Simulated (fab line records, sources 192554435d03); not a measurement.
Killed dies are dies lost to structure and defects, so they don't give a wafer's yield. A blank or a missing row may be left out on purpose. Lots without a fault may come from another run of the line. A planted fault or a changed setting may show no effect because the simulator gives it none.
fab line records | flow n5_finfet
record lots=7 wafers=39
route steps=1938 shown FIN_SAQP@100 FIN_CUT@169 HKMG_FIN@397 MOL_CONTACT_COAG@542 BEOL_M1@800 BEOL_M3@981 BEOL_M5@1112 BEOL_M7@1263 BEOL_M9@1459 BEOL_M10@1527 BEOL_M14@1751 MIM_BOT@1833 PASSIVATION@1936
start_h: hours from the record's first day to the start of the lot's first wafer shown | wait_h: hours since the lot's step before | " the same as in the row above | L1.1+2: a row that stands for several wafers | - no value, or no start given | * or withheld: withheld | < > ~ a bound
route shown NAME@n: a module of which the file shows steps, and the number in the route of the first | usual: mean/standard deviation of fault-free wafers | same: alike in all rows | chamber/n: place in a boat | sites: the reading at each site | _std_site: their standard deviation | _edge_site: outer sites' mean less inner sites' | radius_mm: how far each site lies from the wafer's centre | mask NAME#n: copy n | behind: the tool/chamber that last shaped the wafer | hold: why the lot was held/for how many hours/how that ended | device: the transistor (n, p or np) that didn't switch | end of line: the same wafers' tests at the end of the route | a step without rows: its recipe alone | killed: dies lost to structure and defects at the first sort, not the wafer's yield | map: a wafer's dies, x killed, . not, _ none there
set.NAME: the setting as run; set.NAME@STEP: as run at that earlier step | model.NAME: the simulator's own value behind a step, which no gauge read
lots whose settings were changed on purpose; a table a step, a row a wafer
## steps
# step N5_FIN_SAQP_PECVD_06
# recipe material=a-Si target_thk_a=600 temp_c=400 precursor=SiH4/He pressure_torr=3 rf_w=100 time_s=48.1
# step N5_FIN_CUT_ETCH_21
# recipe chemistry=N2/H2 target=SOC target_depth_a=2190 overetch_a=438 mask_material=SiARC temp_c=40 ion_energy_ev=100 bias_w=61 time_s=523.5 pressure_mtorr=30 source_w=850 n2_flow_sccm=200 h2_flow_sccm=200
# step N5_HKMG_FIN_DEVELOP_48
# recipe develop_time_s=30 developer=TMAH resist=CAR-ArF rinse_liquid=diw dry=air_spin dev_temp_c=23
# step N5_MOL_CONTACT_COAG_PRECLEAN_111
# recipe chemistry=NF3:NH3 afs_cycles=1 temp_c=30 time_s=20 sublimation_temp_c=180 sublimation_time_s=60 pressure_torr=3 rf_power_w=30
# step N5_BEOL_M1_TRENCH_ETCH_37
# recipe chemistry=C4F6/O2 target_depth_a=552.07 target=SiOC time_s=29 ion_energy_ev=250 pressure_mtorr=30 source_w=355 bias_w=185 Ar_flow_sccm=300 C4F6_flow_sccm=10 O2_flow_sccm=10
# step N5_BEOL_M3_ETCH_41
# recipe chemistry=CH3F/O2 target=SiCN target_depth_a=299 taper_deg=2 time_s=52.5 ion_energy_ev=120 mask_material=TiN pressure_mtorr=30 source_w=395 bias_w=75 Ar_flow_sccm=150 CH3F_flow_sccm=30 O2_flow_sccm=20
# step N5_BEOL_M5_ILD_DEP_00
# recipe material=SiCOH_lowk target_thk_a=1406.4 temp_c=300 precursor=DEMS/porogen pressure_torr=5 rf_w=500 time_s=25.9
# step N5_BEOL_M7_ILD_DEP_00
# recipe material=SiCOH_lowk target_thk_a=1797.5 temp_c=300 precursor=DEMS/porogen pressure_torr=5 rf_w=500 time_s=33.4
# step N5_BEOL_M9_SURFACE_TREAT_79
# recipe gas=Ar time_s=* ion_energy_ev=* ion_current_ma_cm2=0.5 pressure_mtorr=* ar_flow_sccm=30
# step N5_BEOL_M10_SPUTTER_48
# recipe material=Cu target_thk_a=120 temp_c=-20 bias_v=60 power_w=26000 chamber_pressure_pa=0.13 time_s=2
# step N5_BEOL_M14_ETCH_68
# recipe chemistry=N2/H2 target=SOC mask_material=SiARC source_w=3000 bias_w=350 temp_c=40 time_s=450 ion_energy_ev=200 pressure_mtorr=30 n2_flow_sccm=200 h2_flow_sccm=200
# step N5_MIM_BOT_SPUTTER_00
# recipe material=TiN target_thk_a=350 temp_c=200 power_w=3000 chamber_pressure_pa=0.49996 gas=Ar reactive_partial_pa=0.37997 time_s=89.7
# step N5_PASSIVATION_PROBE_49
# usual killed_at_front_end=40/11 sort_bin_5_function=5.4/0.9
# columns lot.wafer tool chamber start_h wait_h set.time_s@FIN_SAQP_PECVD_06 set.time_s@FIN_CUT_ETCH_21 set.develop_time_s@HKMG_FIN_DEVELOP_48 set.time_s@MOL_CONTACT_COAG_PRECLEAN_111 set.time_s@BEOL_M1_TRENCH_ETCH_37 set.target_depth_a@BEOL_M3_ETCH_41 set.target_thk_a@BEOL_M5_ILD_DEP_00 set.target_thk_a@BEOL_M7_ILD_DEP_00 set.time_s@BEOL_M9_SURFACE_TREAT_79 set.target_thk_a@BEOL_M10_SPUTTER_48 set.time_s@BEOL_M14_ETCH_68 set.target_thk_a@MIM_BOT_SPUTTER_00 killed_at_front_end sort_bin_5_function[%]
L076.1 prober-01 - 272.91 0.0 48.1 523.5 30 20 29 299 1406.4 1797.5 * 49.92 693.8 350 24 13.5
L076.2 prober-01 - 272.96 0.1 48.1 349.5 30 27.9 29 299 2039 1797.5 * 49.92 450 350 916 91.1
L076.3 prober-01 - 273.01 0.1 34.65 349.5 30 27.9 15.23 299 1406.4 1797.5 * 120 450 350 1102 96.0
L076.4 prober-01 - 273.06 0.2 34.65 523.5 30 20 15.23 299 1406.4 2474 * 49.92 693.8 350 28 15.2
L076.5 prober-01 - 273.11 0.2 48.1 523.5 30 27.9 15.23 299 2039 2474 * 120 693.8 350 39 96.6
L076.6 prober-01 - 273.16 0.3 34.65 349.5 30 20 29 299 2039 2474 * 120 450 350 1108 96.4
L075.1 prober-01 - 285.49 0.0 48.1 523.5 30 25.14 38.49 299 1406.4 1797.5 * 160.9 686.5 350 27 4.7
L075.2 prober-01 - 285.54 0.1 68.79 268.6 30 20 29 299 1406.4 1797.5 * 120 450 211.7 1111 95.9
L075.3 prober-01 - 285.59 0.1 48.1 523.5 36.93 20 29 247.3 1406.4 949.2 * 160.9 450 350 23 4.3
L075.4 prober-01 - 285.64 0.2 48.1 268.6 36.93 25.14 29 247.3 1114 1797.5 * 120 686.5 211.7 1117 96.5
L075.5 prober-01 - 285.69 0.2 68.79 268.6 36.93 20 38.49 299 1114 949.2 * 160.9 686.5 211.7 1109 96.4
L075.6 prober-01 - 285.74 0.3 68.79 523.5 30 25.14 38.49 247.3 1114 949.2 * 120 450 350 141 14.3
L087.1 prober-01 - 364.16 0.0 48.1 523.5 30 26.71 29 123.7 1406.4 2352 * 120 450 350 43 29.6
L087.2 prober-01 - 364.21 0.1 48.1 618.6 30 26.71 29 299 638 2352 * 66.78 450 444.9 44 8.6
L087.3 prober-01 - 364.26 0.1 48.1 523.5 30 20 41.35 299 1406.4 2352 * 66.78 450 444.9 49 8.6
L087.4 prober-01 - 364.31 0.2 48.1 618.6 30 20 29 299 638 1797.5 * 120 450 444.9 42 5.3
L087.5 prober-01 - 364.36 0.2 48.1 523.5 30 26.71 41.35 123.7 638 1797.5 * 66.78 450 350 44 16.7
L087.6 prober-01 - 364.41 0.3 48.1 618.6 30 20 41.35 123.7 1406.4 1797.5 * 120 450 350 41 9.3
L090.2 prober-01 - 369.64 0.1 48.1 523.5 30 20 29 299 1406.4 1797.5 * 120 450 350 32 5.6
L090.4 prober-01 - 369.74 0.2 48.1 523.5 30 20 29 299 1406.4 1797.5 * 120 450 350 29 5.2
L090.6 prober-01 - 369.84 0.3 48.1 523.5 30 20 29 299 1406.4 1797.5 * 120 450 350 39 5.0
L085.1 prober-02 - 370.53 0.0 48.1 662.1 30 20 29 299 1862 842.4 * 167.2 280.5 248.2 66 6.5
L085.2 prober-02 - 370.58 0.1 48.1 662.1 30 9.456 29 456.6 1406.4 1797.5 * 167.2 280.5 350 42 5.7
L085.3 prober-02 - 370.63 0.1 48.1 523.5 30 20 29 456.6 1862 1797.5 * 120 450 248.2 28 4.1
L085.4 prober-02 - 370.68 0.2 48.1 662.1 30 20 29 299 1406.4 1797.5 * 167.2 450 350 34 4.6
L085.5 prober-02 - 370.73 0.2 48.1 523.5 30 9.456 29 456.6 1862 842.4 * 120 450 350 38 3.4
L085.6 prober-02 - 370.78 0.3 48.1 523.5 30 9.456 29 299 1406.4 842.4 * 120 280.5 248.2 39 6.6
L094.1 prober-02 - 394.23 0.0 48.1 523.5 30 26.01 19.11 299 1406.4 1797.5 * 187.8 612.1 556.9 35 4.2
L094.2 prober-02 - 394.28 0.1 33.68 523.5 41.72 26.01 19.11 456.5 1000 1797.5 * 187.8 612.1 350 63 6.6
L094.3 prober-02 - 394.33 0.1 48.1 523.5 30 20 29 299 1000 1797.5 * 120 612.1 556.9 45 5.5
L094.4 prober-02 - 394.38 0.2 33.68 664.3 41.72 26.01 29 299 1406.4 1797.5 * 120 450 350 74 7.0
L094.5 prober-02 - 394.43 0.2 48.1 664.3 41.72 20 29 456.5 1406.4 1797.5 * 187.8 450 556.9 55 6.5
L094.6 prober-02 - 394.48 0.3 33.68 664.3 30 20 19.11 456.5 1000 1797.5 * 120 450 350 44 5.5
L093.1 prober-01 - 400.08 0.0 48.1 325.3 18.78 20 29 389.2 1406.4 1797.5 * 51.46 450 464.1 931 89.9
L093.2 prober-01 - 400.13 0.1 48.1 523.5 30 15.85 40.7 389.2 1406.4 1797.5 * 120 523.4 350 47 5.2
L093.3 prober-01 - 400.18 0.1 56.04 325.3 18.78 20 40.7 299 1406.4 1797.5 * 120 450 464.1 1106 96.4
L093.4 prober-01 - 400.23 0.2 48.1 523.5 18.78 15.85 40.7 389.2 1406.4 1797.5 * 51.46 523.4 350 45 15.7
L093.5 prober-01 - 400.28 0.2 56.04 325.3 30 15.85 29 299 1406.4 1797.5 * 51.46 450 350 929 90.3
L093.6 prober-01 - 400.33 0.3 56.04 523.5 30 20 29 299 1406.4 1797.5 * 120 523.4 464.1 48 5.0
# killed by level:class
L076.1 BEOL_M10:interface_void_opened=164 BEOL_M3:geometric_particle:open=15 MOL_CONTACT_COAG:geometric_particle:open=11 BEOL_M3:geometric_particle:short=8 BEOL_M0_SAQP:geometric_particle:short=7 BEOL_M4:geometric_particle:open=5 FIN_SAQP:geometric_particle:open=4 GATE_CUT:geometric_particle:open=4
L076.2 FIN_CUT:area_etch=896 BEOL_M10:interface_void_opened=167 BEOL_M3:geometric_particle:open=22 MOL_CONTACT_COAG:geometric_particle:open=15 BEOL_M0_SAQP:geometric_particle:short=12 FIN_SAQP:geometric_particle:open=8 BEOL_M2:geometric_particle:open=8 MOL_CONTACT_COAG:geometric_particle:short=7
L076.3 FIN_CUT:area_etch=1071 BEOL_M3:geometric_particle:open=24 MOL_CONTACT_COAG:geometric_particle:open=22 STI_FIN_REVEAL:geometric_particle:open=8 BEOL_M2:geometric_particle:open=6 FIN_SAQP:geometric_particle:open=4 MOL_CONTACT_COAG:geometric_particle:short=4 DUMMY_GATE:geometric_particle:open=4
L076.4 BEOL_M10:interface_void_opened=167 MOL_CONTACT_COAG:geometric_particle:open=14 BEOL_M3:geometric_particle:open=8 STI_FIN_REVEAL:geometric_particle:open=6 BEOL_M2:geometric_particle:open=6 STARTING-WAFER:geometric_particle:open=5 BEOL_M3:geometric_particle:short=5 FIN_SAQP:geometric_particle:open=4
L076.5 BEOL_M5:area_etch=1085 MOL_CONTACT_COAG:geometric_particle:open=13 FIN_SAQP:geometric_particle:open=9 STI_FIN_REVEAL:geometric_particle:open=6 BEOL_M1:geometric_particle:open=6 BEOL_M3:geometric_particle:open=6 FIN_SAQP:geometric_particle:short=5 DUMMY_GATE:geometric_particle:open=5
L076.6 FIN_CUT:area_etch=1069 BEOL_M3:geometric_particle:open=16 DUMMY_GATE:geometric_particle:open=12 BEOL_M1:geometric_particle:open=9 BEOL_M2:geometric_particle:open=8 BEOL_M7:geometric_particle:open=8 MOL_CONTACT_COAG:geometric_particle:open=6 BEOL_M0_SAQP:geometric_particle:open=5
L075.1 BEOL_M1:area_etch=16 MOL_CONTACT_COAG:geometric_particle:open=12 GATE_CUT:geometric_particle:short=8 MOL_CONTACT_COAG:geometric_particle:short=8 FIN_SAQP:geometric_particle:short=7 BEOL_M4:geometric_particle:open=7 BEOL_M5:geometric_particle:open=5 BEOL_M0_SAQP:geometric_particle:short=4
L075.2 FIN_CUT:area_etch=1067 BEOL_M0_SAQP:geometric_particle:short=14 STI_FIN_REVEAL:geometric_particle:open=10 BEOL_M0_SAQP:geometric_particle:open=9 BEOL_M4:geometric_particle:open=8 BEOL_M1:geometric_particle:open=7 FIN_SAQP:geometric_particle:short=6 FIN_SAQP:geometric_particle:open=6
L075.3 BEOL_M7:area_dep=1076 BEOL_M4:geometric_particle:open=12 BEOL_M2:geometric_particle:short=8 FIN_SAQP:geometric_particle:open=7 MOL_CONTACT_COAG:geometric_particle:open=6 STARTING-WAFER:geometric_particle:open=5 BEOL_M0:geometric_particle:open=4 BEOL_M2:geometric_particle:open=4
L075.4 FIN_CUT:area_etch=1074 MOL_CONTACT_COAG:geometric_particle:open=15 FIN_SAQP:geometric_particle:open=9 STI_FIN_REVEAL:geometric_particle:open=7 BEOL_M0_SAQP:geometric_particle:short=7 BEOL_M4:geometric_particle:open=7 FIN_SAQP:geometric_particle:short=6 GATE_CUT:geometric_particle:short=6
L075.5 FIN_CUT:area_etch=1012 FIN_SAQP:area_etch=62 MOL_CONTACT_COAG:geometric_particle:open=13 FIN_SAQP:geometric_particle:short=10 FIN_SAQP:geometric_particle:open=9 BEOL_M4:geometric_particle:open=8 STI_FIN_REVEAL:geometric_particle:open=5 BEOL_M1:geometric_particle:open=5
L075.6 BEOL_M7:area_dep=957 FIN_SAQP:area_etch=119 BEOL_M4:geometric_particle:open=10 STI_FIN_REVEAL:geometric_particle:open=9 MOL_CONTACT_COAG:geometric_particle:open=9 BEOL_M1:geometric_particle:open=9 BEOL_M2:geometric_particle:open=7 MOL_CONTACT_COAG:geometric_particle:short=5
L087.1 BEOL_M3:area_etch=277 BEOL_M0_SAQP:geometric_particle:open=22 FIN_SAQP:geometric_particle:open=13 BEOL_M0_SAQP:geometric_particle:short=13 MOL_CONTACT_COAG:geometric_particle:open=7 STI_FIN_REVEAL:geometric_particle:open=6 BEOL_M4:geometric_particle:open=6 HKMG_FIN:area_etch=6
L087.2 BEOL_M5:area_dep=1016 BEOL_M10:interface_void_opened=67 FIN_SAQP:geometric_particle:open=12 FIN_SAQP:geometric_particle:short=10 BEOL_M0_SAQP:geometric_particle:open=7 BEOL_M3:geometric_particle:open=6 MOL_CONTACT_COAG:geometric_particle:open=5 BEOL_M4:geometric_particle:open=5
L087.3 BEOL_M1:area_etch=563 MIM_BOT:area_sputter=89 BEOL_M10:interface_void_opened=48 FIN_SAQP:geometric_particle:open=16 MOL_CONTACT_COAG:geometric_particle:open=12 FIN_SAQP:geometric_particle:short=11 BEOL_M0_SAQP:geometric_particle:open=9 BEOL_M2:geometric_particle:open=9
L087.4 BEOL_M5:area_dep=1079 STI_FIN_REVEAL:geometric_particle:open=10 BEOL_M3:geometric_particle:open=10 BEOL_M2:geometric_particle:open=8 FIN_SAQP:geometric_particle:open=7 BEOL_M0_SAQP:geometric_particle:open=7 FIN_SAQP:geometric_particle:short=6 MOL_CONTACT_COAG:geometric_particle:open=5
L087.5 BEOL_M5:area_dep=524 BEOL_M1:area_etch=373 BEOL_M10:interface_void_opened=77 BEOL_M3:area_etch=72 FIN_SAQP:geometric_particle:open=14 BEOL_M0_SAQP:geometric_particle:short=13 BEOL_M0_SAQP:geometric_particle:open=12 BEOL_M3:geometric_particle:open=12
L087.6 BEOL_M1:area_etch=253 BEOL_M3:area_etch=49 BEOL_M3:geometric_particle:open=13 FIN_SAQP:geometric_particle:short=9 BEOL_M0_SAQP:geometric_particle:short=8 FIN_SAQP:geometric_particle:open=6 STI_FIN_REVEAL:geometric_particle:open=6 MOL_CONTACT_COAG:geometric_particle:open=6
L090.2 MOL_CONTACT_COAG:geometric_particle:open=14 FIN_SAQP:geometric_particle:open=7 FIN_SAQP:geometric_particle:short=7 BEOL_M0_SAQP:geometric_particle:open=7 BEOL_M0_SAQP:geometric_particle:short=6 BEOL_M4:geometric_particle:open=6 BEOL_M0:geometric_particle:open=5 BEOL_M2:geometric_particle:open=5
L090.4 BEOL_M2:geometric_particle:open=18 BEOL_M1:geometric_particle:open=9 BEOL_M0_SAQP:geometric_particle:short=8 FIN_SAQP:geometric_particle:open=6 DUMMY_GATE:geometric_particle:open=6 STI_FIN_REVEAL:geometric_particle:open=5 BEOL_M0_SAQP:geometric_particle:open=5 BEOL_M0:geometric_particle:open=5
L090.6 MOL_CONTACT_COAG:geometric_particle:open=10 BEOL_M2:geometric_particle:open=9 FIN_SAQP:geometric_particle:open=8 GATE_CUT:geometric_particle:open=7 GATE_CUT:geometric_particle:short=6 BEOL_M3:geometric_particle:open=6 BEOL_M4:geometric_particle:open=6 FIN_SAQP:geometric_particle:short=5
L085.1 BEOL_M7:area_dep=1032 FIN_SAQP:geometric_particle:open=21 MOL_CONTACT_COAG:geometric_particle:open=14 STI_FIN_REVEAL:geometric_particle:open=13 FIN_SAQP:geometric_particle:short=9 BEOL_M4:geometric_particle:open=8 BEOL_M3:geometric_particle:short=7 MOL_CONTACT_COAG:geometric_particle:short=5
L085.2 MOL_CONTACT_COAG:geometric_particle:open=12 FIN_SAQP:geometric_particle:open=10 STI_FIN_REVEAL:geometric_particle:open=10 BEOL_M0_SAQP:geometric_particle:open=9 BEOL_M0_SAQP:geometric_particle:short=8 FIN_SAQP:geometric_particle:short=7 BEOL_M4:geometric_particle:open=7 BEOL_M3:geometric_particle:open=6
L085.3 MOL_CONTACT_COAG:geometric_particle:open=9 BEOL_M0_SAQP:geometric_particle:short=7 BEOL_M3:geometric_particle:open=6 FIN_SAQP:geometric_particle:open=5 BEOL_M1:geometric_particle:short=4 BEOL_M4:geometric_particle:open=4 FIN_SAQP:geometric_particle:short=3 STI_FIN_REVEAL:geometric_particle:open=3
L085.4 BEOL_M4:geometric_particle:open=8 FIN_SAQP:geometric_particle:open=7 BEOL_M3:geometric_particle:open=7 BEOL_M1:geometric_particle:open=6 BEOL_M4:geometric_particle:short=6 BEOL_M0_SAQP:geometric_particle:open=5 BEOL_M2:geometric_particle:open=5 FIN_SAQP:geometric_particle:short=4
L085.5 BEOL_M7:area_dep=1082 STI_FIN_REVEAL:geometric_particle:open=14 BEOL_M3:geometric_particle:open=10 FIN_SAQP:geometric_particle:short=7 MOL_CONTACT_COAG:geometric_particle:open=7 BEOL_M2:geometric_particle:open=4 STARTING-WAFER:geometric_particle:open=4 FIN_SAQP:geometric_particle:open=3
L085.6 BEOL_M7:area_dep=1043 MOL_CONTACT_COAG:geometric_particle:open=16 PASS1_CAP:geometric_particle:open=13 BEOL_M4:geometric_particle:open=11 FIN_SAQP:geometric_particle:open=9 PASS1_CAP:geometric_particle:short=8 BEOL_M0_SAQP:geometric_particle:short=7 STI_FIN_REVEAL:geometric_particle:open=6
L094.1 MIM_BOT:area_sputter=1104 STI_FIN_REVEAL:geometric_particle:open=9 MOL_CONTACT_COAG:geometric_particle:open=8 FIN_SAQP:geometric_particle:open=5 FIN_SAQP:geometric_particle:short=5 BEOL_M0:geometric_particle:open=5 DUMMY_GATE:geometric_particle:open=3 MOL_CONTACT_COAG:geometric_particle:short=3
L094.2 STI_FIN_REVEAL:geometric_particle:open=14 MOL_CONTACT_COAG:geometric_particle:open=10 FIN_SAQP:geometric_particle:open=9 DUMMY_GATE:geometric_particle:open=8 FIN_SAQP:geometric_particle:short=7 STI_FIN_REVEAL:geometric_particle:short=6 BEOL_M0_SAQP:geometric_particle:short=6 GATE_CUT:geometric_particle:short=5
L094.3 MIM_BOT:area_sputter=1064 MOL_CONTACT_COAG:geometric_particle:open=15 FIN_SAQP:geometric_particle:short=14 STI_FIN_REVEAL:geometric_particle:open=6 BEOL_M5:geometric_particle:open=6 BEOL_M6:geometric_particle:open=5 DUMMY_GATE:geometric_particle:open=4 GATE_CUT:geometric_particle:short=4
L094.4 MOL_CONTACT_COAG:geometric_particle:open=20 FIN_SAQP:geometric_particle:open=16 FIN_SAQP:geometric_particle:short=14 DUMMY_GATE:geometric_particle:open=12 BEOL_M3:geometric_particle:open=8 STI_FIN_REVEAL:geometric_particle:open=7 GATE_CUT:geometric_particle:open=6 BEOL_M0_SAQP:geometric_particle:short=4
L094.5 MIM_BOT:area_sputter=1056 MOL_CONTACT_COAG:geometric_particle:open=15 FIN_SAQP:geometric_particle:short=14 STI_FIN_REVEAL:geometric_particle:open=11 BEOL_M0_SAQP:geometric_particle:short=8 BEOL_M0_SAQP:geometric_particle:open=8 FIN_SAQP:geometric_particle:open=6 BEOL_M2:geometric_particle:open=5
L094.6 FIN_SAQP:geometric_particle:open=12 MOL_CONTACT_COAG:geometric_particle:open=12 STI_FIN_REVEAL:geometric_particle:open=9 FIN_SAQP:geometric_particle:short=6 MOL_CONTACT_COAG:geometric_particle:short=6 BEOL_M0_SAQP:geometric_particle:open=6 BEOL_M2:geometric_particle:open=6 DUMMY_GATE:geometric_particle:open=4
L093.1 FIN_CUT:area_etch=887 BEOL_M10:interface_void_opened=156 MOL_CONTACT_COAG:geometric_particle:open=18 BEOL_M0_SAQP:geometric_particle:open=11 BEOL_M1:geometric_particle:open=10 MOL_CONTACT_COAG:geometric_particle:short=9 STI_FIN_REVEAL:geometric_particle:short=7 BEOL_M0_SAQP:geometric_particle:short=7
L093.2 BEOL_M1:area_etch=141 FIN_SAQP:geometric_particle:open=15 BEOL_M4:geometric_particle:open=12 BEOL_M3:geometric_particle:open=11 DUMMY_GATE:geometric_particle:open=7 STI_FIN_REVEAL:geometric_particle:open=6 BEOL_M0_SAQP:geometric_particle:open=6 BEOL_M0_SAQP:geometric_particle:short=5
L093.3 FIN_CUT:area_etch=1061 MOL_CONTACT_COAG:geometric_particle:open=14 BEOL_M2:geometric_particle:open=12 FIN_SAQP:geometric_particle:short=12 STI_FIN_REVEAL:geometric_particle:open=10 BEOL_M3:geometric_particle:open=7 FIN_SAQP:geometric_particle:open=6 BEOL_M4:geometric_particle:open=6
L093.4 BEOL_M10:interface_void_opened=156 BEOL_M4:geometric_particle:open=21 MOL_CONTACT_COAG:geometric_particle:open=13 BEOL_M3:geometric_particle:open=12 BEOL_M0_SAQP:geometric_particle:short=9 FIN_SAQP:geometric_particle:short=7 DUMMY_GATE:geometric_particle:open=7 BEOL_M1:geometric_particle:open=7
L093.5 FIN_CUT:area_etch=890 BEOL_M10:interface_void_opened=178 FIN_SAQP:geometric_particle:open=10 STI_FIN_REVEAL:geometric_particle:open=10 BEOL_M4:geometric_particle:open=9 MOL_CONTACT_COAG:geometric_particle:open=8 BEOL_M0_SAQP:geometric_particle:short=8 BEOL_M0_SAQP:geometric_particle:open=7
L093.6 MIM_BOT:area_sputter=903 FIN_SAQP:geometric_particle:short=11 BEOL_M1:geometric_particle:open=8 MOL_CONTACT_COAG:geometric_particle:open=8 STI_FIN_REVEAL:geometric_particle:open=8 GATE_CUT:geometric_particle:short=8 BEOL_M4:geometric_particle:open=7 BEOL_M0_SAQP:geometric_particle:open=5
## key
split step=N5_FIN_SAQP_PECVD_06 setting=time_s stated_as=48.1
response none clear
split step=N5_FIN_CUT_ETCH_21 setting=time_s stated_as=523.5
response step=N5_PASSIVATION_PROBE_49 reading=killed_at_front_end slope=-18.3 per=1% together_with=all explained=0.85
response step=N5_PASSIVATION_PROBE_49 reading=sort_bin_5_function slope=-1.29 per=1% together_with=all explained=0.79
split step=N5_HKMG_FIN_DEVELOP_48 setting=develop_time_s stated_as=30
response none clear
split step=N5_MOL_CONTACT_COAG_PRECLEAN_111 setting=time_s stated_as=20
response none clear
split step=N5_BEOL_M1_TRENCH_ETCH_37 setting=time_s stated_as=29
response none clear
split step=N5_BEOL_M3_ETCH_41 setting=target_depth_a stated_as=299
response none clear
split step=N5_BEOL_M5_ILD_DEP_00 setting=target_thk_a stated_as=1406.4
response none clear
split step=N5_BEOL_M7_ILD_DEP_00 setting=target_thk_a stated_as=1797.5
response none clear
split step=N5_BEOL_M9_SURFACE_TREAT_79 setting=time_s stated_as=*
response none clear
split step=N5_BEOL_M10_SPUTTER_48 setting=target_thk_a stated_as=120
response none clear
split step=N5_BEOL_M14_ETCH_68 setting=time_s stated_as=450
response none clear
split step=N5_MIM_BOT_SPUTTER_00 setting=target_thk_a stated_as=350
response none clear
